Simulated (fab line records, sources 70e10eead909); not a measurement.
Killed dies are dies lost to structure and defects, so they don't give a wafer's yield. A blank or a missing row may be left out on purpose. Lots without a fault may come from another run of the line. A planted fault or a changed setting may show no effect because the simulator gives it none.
A struck lot beside a sound one | flow nand_harc | 15 steps out of a route of 1302
Sound: wafers L711.2, L711.3, L711.5. Struck: wafers L727.3, L727.4, L727.5. The cause comes at the end.
At each step with rows: each side's tool, then ch and its chambers, then its first start. Under that, the readings that differ: sound wafers | struck wafers | difference of the means | sigmas: that difference in standard deviations of wafers without a fault.
alike: readings whose means differ by less than 2 such deviations, and words and numbers that are the same on both sides. not compared: withheld readings, readings that some wafer has no value for, bounds like >300 that may hide the same value, and numbers for which the record gives no deviation and whose values overlap.
The two part at a step that has a row with sigmas, a row that says differs or no value, or rows on one side only. Numbers that don't overlap but have no deviation are shown without sigmas and don't part them. A reading that every wafer of one side lacks parts them only if that side has two wafers or more.

NHARC_A_M1_CD_MEAS_09: target cd 120 nm.
  sound on cd_sem-03 ch 0, day 23 12:14; struck on cd_sem-01 ch 0, day 30 15:26
  alike: cd_nm
NHARC_A_M1_OVL_MEAS_10: pitch 240 nm.
  sound on overlay-01, day 23 12:20; struck on overlay-02, day 30 15:31
  alike: overlay_x_nm, overlay_y_nm
NHARC_A_M1_INSPECT_11:
  sound on defect_inspect-02, day 23 12:22; struck on defect_inspect-01, day 30 15:34
  reading          | sound    | struck      | difference | sigmas
  raw_defect_count | 13 23 21 | 111 102 104 | +87        | +2
NHARC_A_M1_DESCUM_14: chemistry O2, time 3 s.
  sound on rie_diel-01 ch 2,3, day 23 12:25; struck on rie_diel-01 ch 1,2,3, day 30 15:38
  alike: drypump_motor_current_A, oes_product_au, rf_vpp_V, showerhead_plenum_p_Torr, throttle_valve_pct
  not compared: rf_hours_counter_h
NHARC_A_M1_ETCH_35: etches the open film in N2/H2, target depth 40 nm, overetch 12 nm, time 43.94 s.
  sound on rie_diel-01 ch 0,2,3, day 23 12:31; struck on rie_diel-01 ch 1,3, day 30 15:43
  alike: drypump_motor_current_A, oes_product_au, rf_vpp_V, showerhead_plenum_p_Torr, throttle_valve_pct
  not compared: rf_hours_counter_h
then, 1 step without rows for these wafers: NHARC_A_M1_ETCH_15 (etches the open film in C4F8/Ar, target depth 182.5 nm, time 91.2 s).
NHARC_A_M1_CD_MEAS_16:
  sound on cd_sem-02, day 23 12:44; struck on cd_sem-02, day 30 15:56
  alike: cd_nm
NHARC_A_M1_STRIP_18: strips in N2/H2.
  sound on rie_diel-10 ch 1,3, day 23 12:50; struck on rie_diel-01 ch 2,3, day 30 16:00
  alike: drypump_motor_current_A, oes_product_au, rf_vpp_V, showerhead_plenum_p_Torr, throttle_valve_pct
  not compared: rf_hours_counter_h
NHARC_A_M1_ETCH_28: etches the open film in CF4/N2, target depth 30 nm, time 72.99 s.
  sound on rie_diel-10 ch 1,2,3; struck on rie_diel-01 ch 1,2,3
  alike: drypump_motor_current_A, oes_product_au, rf_vpp_V, showerhead_plenum_p_Torr, throttle_valve_pct
  not compared: rf_hours_counter_h
then, 3 steps without rows for these wafers: NHARC_A_M1_STRIP_19 (strips in post etch residue remover, time 600 s); NHARC_A_M1_DEGAS_29 (time 60 s); NHARC_A_M1_PRE_CLEAN_30 (time 30 s).
NHARC_A_M1_PVD_20: deposits TaN, target thk 5 nm, time 8.06 s.
  sound on pvd_sputter-01, day 23 13:40; struck on pvd_sputter-01, day 30 16:45
  reading                | sound             | struck            | difference | sigmas
  cathode_dc_power_W (W) | 15003 14994 15005 | 14467 14464 14464 | -536       | -99 or more
  alike: throttle_valve_pct
NHARC_A_M1_PVD_21: deposits Cu, target thk 30 nm, time 20.49 s.
  sound on pvd_sputter-01, day 23 13:53; struck on pvd_sputter-01
  alike: cathode_dc_power_W, throttle_valve_pct
NHARC_END_SORT_01:
  the record has rows for the sound wafers here (prober-01 ch 0, day 25 14:49) and none for the struck ones

WHERE THEY PART
First at NHARC_A_M1_INSPECT_11; last, within this record, at NHARC_END_SORT_01.

WHY: what the simulator had put in
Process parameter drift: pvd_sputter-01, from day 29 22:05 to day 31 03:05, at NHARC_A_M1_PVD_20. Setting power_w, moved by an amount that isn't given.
